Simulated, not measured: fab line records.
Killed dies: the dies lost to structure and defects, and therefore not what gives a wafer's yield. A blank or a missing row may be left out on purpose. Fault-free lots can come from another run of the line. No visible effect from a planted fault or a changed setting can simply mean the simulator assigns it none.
fab line records ; flow n5Finfet
record lots=9; wafers=26; lastDay=17
route steps=1938 shown HKMG_FIN@441 BEOL_M4@1111
lots that met no fault: from a run of the same line without faults
startH: start of the lot's first displayed wafer, in hours after the record's first day ; waitH: hours from the lot's prior step to this one ; " same as the row above ; L1.1+2: several wafers, shown together as one row ; - no value present, or no start provided ; * or withheld: withheld ; < > ~ a bound
route shown NAME@n: a module of which the file shows steps, and the number in the route of the first ; usual: mean and standard deviation over wafers with no fault ; same: alike in all rows ; chamber/n: place in a boat ; sites: readings site by site ; _std_site: standard deviation across them ; _edge_site: inner sites' mean taken away from outer sites' mean ; radiusMm: for every site, how far away it sits from the centre of the wafer ; mask NAME#n: copy n ; behind: the most recent tool/chamber to have shaped the wafer ; hold: cause of the lot's hold/its duration in hours/its outcome ; device: which transistor (n, p or np) failed to switch ; end of line: the same wafers' tests at the end of the route ; step lacking rows: just its recipe ; killed: the dies lost at the first sort to structure and to defects; this is not the yield of the wafer ; map: a wafer's dies, marking killed ones x, the rest . and places with no die _
set.NAME: the setting as run; set.NAME@STEP: as run at that earlier step ; model.NAME: the simulator's own value behind a step, which no gauge read
route steps across a sampled set of lots; one table per step, one row per wafer
services: when a tool's chamber went out of use (startH, in hours from the record's first day, below 0 if earlier), for how many hours, and the reason
## steps
# step N5_HKMG_FIN_STRIP_19
# recipe chemistry=N2/H2; powerW=2500; tempC=300; h2Frac=0.65; timeS=360; pressureMtorr=withheld; n2FlowSccm=1750; h2FlowSccm=3250
# usual drypumpMotorCurrentA=5.68/0.29; heaterPowerW=467/49; n2FlowSccm=1750/5.5
lot.wafer;tool;chamber;startH;waitH;drypumpMotorCurrentA;heaterPowerW;n2FlowSccm;rfHoursCounterH
L501.1;plasmaAsher-01;1;101.24;0.0;5.34;486;1744;84
L501.2;plasmaAsher-01;0;101.24;0.0;5.28;530;1748;84
L501.5;plasmaAsher-01;0;101.24;0.0;5.27;515;1743;-
L502.1;plasmaAsher-02;1;107.60;0.0;5.78;484;1758;45
L502.5;plasmaAsher-02;1;107.60;0.0;5.77;485;1760;-
L502.6;plasmaAsher-02;0;107.60;0.0;6.03;398;1746;-
L503.1;plasmaAsher-02;1;112.25;0.0;5.78;489;1754;46
L503.2;plasmaAsher-02;0;112.25;0.0;5.99;389;1757;46
L503.6;plasmaAsher-02;1;112.25;0.0;5.78;472;1748;-
L506.4;plasmaAsher-01;0;128.35;0.1;5.27;521;1755;-
L506.5;plasmaAsher-01;0;128.35;0.1;5.25;527;1752;-
L506.6;plasmaAsher-01;1;128.35;0.1;5.36;489;1749;-
L507.2;plasmaAsher-02;0;136.18;0.0;6.04;392;1768;51
L507.4;plasmaAsher-02;1;136.18;0.0;5.78;481;1746;-
L507.5;plasmaAsher-02;0;136.18;0.0;6.03;401;1756;-
L509.2;plasmaAsher-01;1;150.03;0.0;5.36;502;1753;94
L509.4;plasmaAsher-01;1;150.03;0.0;5.37;498;1751;-
L509.6;plasmaAsher-01;1;150.03;0.0;5.37;503;1753;-
L510.1;plasmaAsher-01;1;156.26;0.0;5.35;484;1748;95
L510.3;plasmaAsher-01;0;156.26;0.0;5.27;521;1754;-
L510.6;plasmaAsher-01;0;156.26;0.0;5.28;535;1751;-
L515.2;plasmaAsher-02;1;182.96;0.0;5.76;497;1749;59
L515.3;plasmaAsher-02;0;182.96;0.0;5.99;398;1751;-
L515.4;plasmaAsher-02;1;182.96;0.0;5.76;485;1754;-
L518.4;plasmaAsher-02;0;203.21;0.1;6.02;397;1747;-
L518.6;plasmaAsher-02;1;203.21;0.1;5.77;490;1750;-
# step N5_HKMG_FIN_ETCH_67
# recipe chemistry=N2/H2; target=SOC; targetDepthA=3889; stopOn=TiN; ionEnergyEv=100; biasW=61; pressureMtorr=30; sourceW=850; n2FlowSccm=200; h2FlowSccm=200
# usual drypumpMotorCurrentA=5.7/0.46; n2FlowSccm=200.0/0.58; oesProductAu=0.81/0.089; rfFwdPowerW=844.1/2.9; rfVppV=241.3/1.3; showerheadPlenumPTorr=2.59/0.077; throttleValvePct=17.77/0.25
lot.wafer;tool;chamber;startH;waitH;drypumpMotorCurrentA;n2FlowSccm;oesProductAu;rfFwdPowerW;rfHoursCounterH;rfVppV;showerheadPlenumPTorr;throttleValvePct
L501.1;rieDiel-02;2;103.08;-;5.6;199.6;0.69;848.9;220;240.6;2.50;17.91
L501.2;rieDiel-02;1;103.08;-;5.7;200.8;0.69;846.3;230;242.3;2.61;17.79
L501.5;rieDiel-02;1;103.08;-;5.7;199.7;0.69;845.4;-;240.8;2.61;17.80
L502.1;rieDiel-03;3;109.40;-;5.6;200.0;0.88;849.8;28;240.7;2.60;17.67
L502.5;rieDiel-03;0;109.40;-;6.1;200.2;0.84;845.8;-;239.9;2.57;18.14
L502.6;rieDiel-03;3;109.40;-;5.7;199.7;0.88;844.5;-;241.4;2.60;17.66
L503.1;rieDiel-02;2;114.24;-;5.6;200.3;0.69;843.3;225;239.6;2.50;17.94
L503.2;rieDiel-02;3;114.24;-;4.9;200.0;0.83;843.9;63;240.9;2.59;17.47
L503.6;rieDiel-02;2;114.24;-;5.6;200.3;0.68;844.2;-;239.3;2.50;17.92
L506.4;rieDiel-03;3;130.13;-;5.6;200.9;0.85;846.1;37;241.3;2.60;17.69
L506.5;rieDiel-03;0;130.13;-;6.1;200.1;0.82;841.4;-;241.7;2.57;18.18
L506.6;rieDiel-03;1;130.13;-;5.6;199.1;0.95;841.2;-;243.0;2.70;17.42
L507.2;rieDiel-02;3;138.09;-;4.9;200.3;0.82;840.3;70;240.2;2.58;17.48
L507.4;rieDiel-02;1;138.09;-;5.7;199.7;0.69;847.1;243;241.3;2.60;17.81
L507.5;rieDiel-02;3;138.09;-;4.9;199.0;0.82;841.2;-;242.2;2.58;17.48
L509.2;rieDiel-02;3;152.12;-;4.9;200.3;0.82;847.7;75;241.7;2.58;17.50
L509.4;rieDiel-02;0;152.12;-;6.5;199.2;0.94;848.8;15;239.8;2.50;18.01
L509.6;rieDiel-02;0;152.12;-;6.4;199.4;0.94;845.2;-;240.5;2.50;18.00
L510.1;rieDiel-03;3;158.05;-;5.7;200.5;0.85;844.2;47;242.9;2.59;17.71
L510.3;rieDiel-03;2;158.05;-;5.5;199.5;0.90;840.2;30;240.9;2.72;18.10
L510.6;rieDiel-03;3;158.05;-;5.7;200.1;0.84;844.4;-;241.5;2.59;17.70
L515.2;rieDiel-02;3;184.75;-;4.9;200.7;0.81;1045.3;87;224.0;2.58;17.51
L515.3;rieDiel-02;3;184.75;-;4.9;200.8;0.81;1044.1;-;224.2;2.58;17.51
L515.4;rieDiel-02;0;184.75;-;6.4;200.2;0.92;845.3;-;240.6;2.49;18.02
L518.4;rieDiel-06;2;205.02;-;5.2;200.4;0.85;845.4;43;240.2;2.59;17.52
L518.6;rieDiel-06;3;205.02;-;5.8;201.3;0.82;844.7;-;243.1;2.68;17.57
# step N5_HKMG_FIN_STRIP_90
# recipe chemistry=N2/H2; material=SOC; timeS=20; powerW=500; tempC=40; pressureMtorr=50; rfFrequencyHz=6e+07; biasPowerW=8; h2Frac=0.5; n2FlowSccm=300; h2FlowSccm=300
# usual drypumpMotorCurrentA=5.7/0.46; n2FlowSccm=299.9/0.82; oesProductAu=0.83/0.096; powerW=500.1/1.3; rfVppV=54.2/0.86; showerheadPlenumPTorr=3.41/0.098; throttleValvePct=19.1/0.37
lot.wafer;tool;chamber;startH;waitH;drypumpMotorCurrentA;n2FlowSccm;oesProductAu;powerW;rfHoursCounterH;rfVppV;showerheadPlenumPTorr;throttleValvePct
L501.1;rieDiel-02;2;103.14;0.0;5.6;300.1;0.69;502.9;221;54.2;3.30;19.3
L501.2;rieDiel-02;1;103.14;0.0;5.7;299.2;0.69;501.0;230;54.4;3.44;19.1
L501.5;rieDiel-02;1;103.14;0.0;5.7;300.6;0.70;502.0;-;54.3;3.44;19.1
L502.1;rieDiel-03;3;109.46;0.0;5.6;300.4;0.87;499.0;29;55.3;3.43;19.1
L502.5;rieDiel-03;0;109.46;0.0;6.1;299.3;0.85;499.9;-;53.5;3.40;19.7
L502.6;rieDiel-03;3;109.46;0.0;5.7;301.0;0.87;500.5;-;54.6;3.43;19.1
L503.1;rieDiel-02;2;114.30;0.0;5.6;299.6;0.70;498.2;226;53.4;3.30;19.3
L503.2;rieDiel-02;3;114.30;0.0;4.9;300.7;0.85;499.0;63;55.6;3.42;18.8
L503.6;rieDiel-02;2;114.30;0.0;5.6;299.6;0.69;500.3;-;54.0;3.30;19.3
L506.4;rieDiel-03;3;130.19;0.0;5.7;299.2;0.85;500.7;37;55.0;3.43;19.1
L506.5;rieDiel-03;0;130.19;0.0;6.2;300.1;0.83;499.9;-;54.8;3.39;19.8
L506.6;rieDiel-03;1;130.19;0.0;5.6;298.9;0.99;497.4;-;53.5;3.56;18.4
L507.2;rieDiel-02;3;138.15;0.0;4.9;299.2;0.83;501.2;70;53.9;3.41;18.8
L507.4;rieDiel-02;1;138.15;0.0;5.7;300.0;0.68;500.4;243;54.7;3.43;19.1
L507.5;rieDiel-02;3;138.15;0.0;4.9;299.9;0.83;501.1;-;53.7;3.41;18.8
L509.2;rieDiel-02;3;152.18;0.0;4.9;300.5;0.83;498.6;75;54.4;3.41;18.8
L509.4;rieDiel-02;0;152.18;0.0;6.5;300.3;0.96;499.2;15;52.3;3.30;19.5
L509.6;rieDiel-02;0;152.18;0.0;6.4;300.4;0.97;499.8;-;54.6;3.30;19.5
L510.1;rieDiel-03;3;158.11;0.0;5.7;298.6;0.85;501.2;47;54.1;3.42;19.1
L510.3;rieDiel-03;2;158.11;0.0;5.5;300.5;0.92;500.0;30;55.5;3.58;19.7
L510.6;rieDiel-03;3;158.11;0.0;5.7;299.4;0.85;501.0;-;53.9;3.42;19.1
L515.2;rieDiel-02;3;184.84;0.1;4.9;299.0;0.82;500.0;87;53.9;3.40;18.8
L515.3;rieDiel-02;3;184.84;0.1;5.0;298.9;0.82;501.7;-;54.1;3.40;18.8
L515.4;rieDiel-02;0;184.84;0.1;6.5;301.1;0.94;500.1;-;54.6;3.29;19.5
L518.4;rieDiel-06;2;205.08;0.0;5.1;299.2;0.87;498.2;43;54.3;3.42;19.0
L518.6;rieDiel-06;3;205.08;0.0;5.8;299.0;0.86;500.9;-;53.5;3.53;18.7
# step N5_HKMG_FIN_STRIP_69
# recipe chemistry=N2/H2; powerW=2500; tempC=300; h2Frac=0.65; timeS=360; pressureMtorr=withheld; n2FlowSccm=1750; h2FlowSccm=3250
# usual drypumpMotorCurrentA=5.56/0.3; heaterPowerW=479/45; n2FlowSccm=1751/6
lot.wafer;tool;chamber;startH;waitH;drypumpMotorCurrentA;heaterPowerW;n2FlowSccm;rfHoursCounterH
L501.1;plasmaAsher-01;1;103.48;0.1;5.35;479;1754;84
L501.2;plasmaAsher-01;0;103.48;0.1;5.30;513;1745;84
L501.5;plasmaAsher-01;0;103.48;0.1;5.29;527;1752;-
L502.1;plasmaAsher-01;1;109.76;0.1;5.38;484;1754;86
L502.5;plasmaAsher-01;0;109.76;0.1;5.27;519;1755;-
L502.6;plasmaAsher-01;1;109.76;0.1;5.38;499;1757;-
L503.1;plasmaAsher-02;1;114.60;0.1;5.78;482;1745;47
L503.2;plasmaAsher-02;0;114.60;0.1;5.99;396;1752;47
L503.6;plasmaAsher-02;0;114.60;0.1;6.00;401;1750;-
L506.4;plasmaAsher-01;0;130.61;0.2;5.31;526;1744;-
L506.5;plasmaAsher-01;0;130.61;0.2;5.29;511;1748;-
L506.6;plasmaAsher-01;1;130.61;0.2;5.36;482;1748;-
L507.2;plasmaAsher-01;1;138.45;0.1;5.35;501;1748;91
L507.4;plasmaAsher-01;1;138.45;0.1;5.35;500;1746;-
L507.5;plasmaAsher-01;1;138.45;0.1;5.36;495;1759;-
L509.2;plasmaAsher-01;0;152.48;0.1;5.28;517;1751;94
L509.4;plasmaAsher-01;0;152.48;0.1;5.27;521;1740;-
L509.6;plasmaAsher-01;0;152.48;0.1;5.28;531;1742;-
L510.1;plasmaAsher-01;1;158.53;0.2;5.38;495;1743;96
L510.3;plasmaAsher-01;0;158.53;0.2;5.27;523;1752;-
L510.6;plasmaAsher-01;1;158.53;0.2;5.36;486;1749;-
L515.2;plasmaAsher-02;1;185.18;0.1;5.79;485;1752;60
L515.3;plasmaAsher-02;1;185.18;0.1;5.78;487;1755;-
L515.4;plasmaAsher-02;0;185.18;0.1;6.00;404;1741;-
L518.4;plasmaAsher-02;0;205.50;0.2;6.03;400;1762;-
L518.6;plasmaAsher-02;0;205.50;0.2;6.03;396;1751;-
# step N5_BEOL_M4_RC_MEAS_101
# usual DIBL_N=36.3/1.6; DIBL_P=36.2/2; IOFF_N=0.160/0.028; IOFF_P=0.21/0.036; ION_N=677/11; ION_P=465/6.9; SS_N=71.5/0.55; SS_P=73.3/0.64; VT_N=250/3; VT_P=-250/3.5
lot.wafer;tool;chamber;startH;waitH;DIBL_N[mV/V];DIBL_P[mV/V];IOFF_N[nA/um];IOFF_P[nA/um];ION_N[uA/um];ION_P[uA/um];SS_N[mV/dec];SS_P[mV/dec];VT_N[mV];VT_P[mV]
L501.1;prober-01;0;200.16;0.0;33.3;33.7;0.114;0.15;660;456;70.6;72.6;256;-255
L501.2;prober-01;0;200.16;0.0;34.5;34.8;0.136;0.17;679;470;70.5;72.8;255;-252
L501.5;prober-01;0;200.16;0.0;34.5;33.9;0.139;0.16;669;457;71.2;73.1;252;-254
L502.1;prober-02;0;202.72;0.0;37.8;37.0;0.155;0.22;679;473;71.5;73.6;251;-249
L502.5;prober-02;0;202.72;0.0;38.3;36.7;0.152;0.22;662;469;71.8;73.4;253;-248
L502.6;prober-02;0;202.72;0.0;40.5;40.7;0.222;0.30;699;477;72.4;74.5;246;-244
L503.1;prober-01;0;204.48;0.0;37.1;36.7;0.159;0.21;679;467;72.0;73.0;250;-252
L503.2;prober-01;0;204.48;0.0;37.2;35.5;0.166;0.20;671;459;72.2;72.8;247;-250
L503.6;prober-01;0;204.48;0.0;36.6;35.7;0.150;0.19;683;461;71.2;72.2;249;-250
L506.4;prober-01;0;231.14;0.5;37.8;38.9;0.187;0.29;684;478;71.4;73.6;246;-243
L506.5;prober-01;0;231.14;0.5;38.0;39.1;0.190;0.29;688;479;72.1;73.4;248;-243
L506.6;prober-01;0;231.14;0.5;37.6;38.2;0.177;0.27;673;469;71.1;73.6;248;-244
L507.2;prober-01;0;238.57;0.2;35.6;36.5;0.143;0.18;679;462;71.3;73.0;252;-257
L507.4;prober-01;0;238.57;0.2;36.8;39.4;0.181;0.22;694;470;72.5;73.3;249;-252
L507.5;prober-01;0;238.57;0.2;35.2;38.0;0.152;0.20;671;458;72.0;72.7;250;-255
L509.2;prober-02;0;240.42;0.2;37.0;34.4;0.143;0.18;663;460;71.6;73.0;253;-253
L509.4;prober-02;0;240.42;0.2;35.0;33.2;0.127;0.17;668;463;70.7;72.5;253;-256
L509.6;prober-02;0;240.42;0.2;35.2;32.7;0.130;0.16;673;459;71.0;72.9;254;-257
L510.1;prober-01;0;242.18;0.0;37.0;36.9;0.165;0.19;680;460;72.2;73.3;249;-254
L510.3;prober-01;0;242.18;0.0;36.2;37.5;0.169;0.20;685;469;71.6;73.2;251;-252
L510.6;prober-01;0;242.18;0.0;37.1;37.5;0.171;0.20;691;471;72.1;74.1;249;-256
L515.2;prober-01;0;280.61;0.2;37.2;37.2;0.156;0.20;675;459;71.4;73.1;252;-251
L515.3;prober-01;0;280.61;0.2;36.1;36.7;0.142;0.19;666;457;71.4;73.5;254;-251
L515.4;prober-01;0;280.61;0.2;34.9;35.5;0.133;0.18;673;463;71.2;72.8;252;-251
L518.4;prober-02;0;300.57;0.5;34.3;34.8;0.135;0.20;665;463;71.1;73.0;251;-249
L518.6;prober-02;0;300.57;0.5;34.5;34.4;0.128;0.18;665;462;70.9;73.1;253;-252
## services
tool;chamber;startH;hours;kind
rieDiel-02;0;77.36;-;clean
rieDiel-02;0;77.36;-;consumableReplace:focusRing
rieDiel-02;0;77.36;29.5;scheduledDown
rieDiel-02;0;77.36;29.5;ventCycle
rieDiel-02;-;84.41;2.8;pm
rieDiel-06;1;86.68;6.4;repair
rieDiel-06;3;86.70;63.1;repair
rieDiel-06;2;88.79;6.8;repair
rieDiel-06;-;92.52;4.2;repair
rieDiel-03;1;96.15;-;clean
rieDiel-03;1;96.15;-;consumableReplace:focusRing
rieDiel-03;1;96.15;-;consumableReplace:showerhead
rieDiel-03;1;96.15;24.7;scheduledDown
rieDiel-03;1;96.15;24.7;ventCycle
rieDiel-02;2;177.14;9.3;repair
rieDiel-02;1;178.63;14.1;repair
rieDiel-03;1;186.86;6.5;repair
rieDiel-02;1;193.11;-;clean
rieDiel-02;1;193.11;-;consumableReplace:focusRing
rieDiel-02;1;193.11;25.0;scheduledDown
rieDiel-02;1;193.11;25.0;ventCycle
rieDiel-03;1;202.38;5.7;repair
## key
firstSign step=N5_HKMG_FIN_ETCH_67; reading=rfFwdPowerW; direction=up; sigmas=69; usual=*; struck=*
effect step=N5_HKMG_FIN_ETCH_67; reading=rfVppV; direction=down; sigmas=13; usual=241.3; struck=224.1
metAt N5_HKMG_FIN_ETCH_67
struckLots L515
struckWafers L515.2,L515.3
notActingAt N5_HKMG_FIN_STRIP_19,N5_HKMG_FIN_STRIP_90,N5_HKMG_FIN_STRIP_69
onsetBetween 152.12 184.75
fault kind=processParameterDrift; tool=rieDiel-02; chamber=3; onsetH=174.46; steps=N5_HKMG_FIN_ETCH_67; channel=sourceW; offset=204; shape=step; endH=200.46; actsIn=theseRecipesOnly; stated=850
